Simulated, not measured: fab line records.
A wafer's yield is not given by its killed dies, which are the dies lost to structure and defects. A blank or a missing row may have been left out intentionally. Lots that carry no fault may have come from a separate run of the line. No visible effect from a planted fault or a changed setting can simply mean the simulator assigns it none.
Chamber matching	flow n5 finfet	N5_GATE_CUT_ALD_22 on ald sin-04: 4 sister chambers
The step deposits SiNx, target thk 16 nm, pulse time 1 s, ald cycles 320. 24 wafers are shown with their chamber, then 12 later ones without.

WAFERS, EACH WITH ITS CHAMBER
wafer	chamber	heater power outer w (W)	heater power w (W)	precursor pulse height rel
L074.1	2	540	935	0.992
L074.2	1	451	842	0.980
L074.3	3	476	776	1.038
L077.1	2	546	926	0.986
L077.5	3	492	758	1.024
L077.6	0	547	813	0.993
L078.1	2	548	926	1.020
L078.2	0	556	807	1.020
L078.3	1	442	840	1.003
L082.2	1	451	805	1.031
L082.5	1	451	836	0.989
L082.6	2	544	902	0.994
L086.2	3	503	784	0.993
L086.5	0	554	842	0.989
L086.6	3	477	778	0.998
L087.3	0	562	847	0.996
L087.5	0	537	825	1.007
L087.6	1	450	822	0.958
L089.1	1	452	819	0.993
L089.3	0	557	830	1.000
L089.6	2	545	910	1.035
L090.1	2	543	928	1.037
L090.3	3	496	787	0.987
L090.5	1	447	842	0.977

SIGNATURES (averages over the wafers above)
reading	chamber 0	chamber 1	chamber 2	chamber 3	scatter within a chamber
heater power outer w	552.17	449.14	544.33	488.80	7.33
heater power w	827.33	829.43	921.17	776.60	13.7
precursor pulse height rel	1.00083	0.99014	1.01067	1.00800	0.0204
Rule: for a wafer and a chamber, the distance is found by dividing, reading by reading, the gap between the wafer's reading and the chamber's mean by the reading's scatter, squaring, summing and taking the root. If the next closest chamber is less than 2 further off than the closest, the wafer can't be placed; otherwise it belongs to the closest. The scatter is the square root of a quotient: the sum, over the shown wafers, of each reading's squared deviation from its chamber's mean, divided by wafers minus chambers.

WAFERS MISSING THEIR CHAMBER
wafer	heater power outer w (W)	heater power w (W)	precursor pulse height rel
L094.2	504	751	1.006
L094.4	455	817	0.977
L094.6	457	822	0.994
L095.1	559	825	1.034
L095.4	455	846	1.022
L095.6	488	789	1.003
L096.2	546	824	1.030
L096.4	454	839	1.032
L096.6	495	783	0.979
L097.3	454	828	0.974
L097.4	499	761	1.016
L097.5	487	768	1.016

WHICH CHAMBER EACH ONE RAN IN
wafer	from the rows above	in truth
L094.2	3	3
L094.4	1	1
L094.6	1	1
L095.1	0	0
L095.4	1	1
L095.6	3	3
L096.2	0	0
L096.4	1	1
L096.6	3	3
L097.3	1	1
L097.4	3	3
L097.5	3	3
12 of 12 placed correctly. Number that these rows cannot place: 0. Wrongly placed: 0.
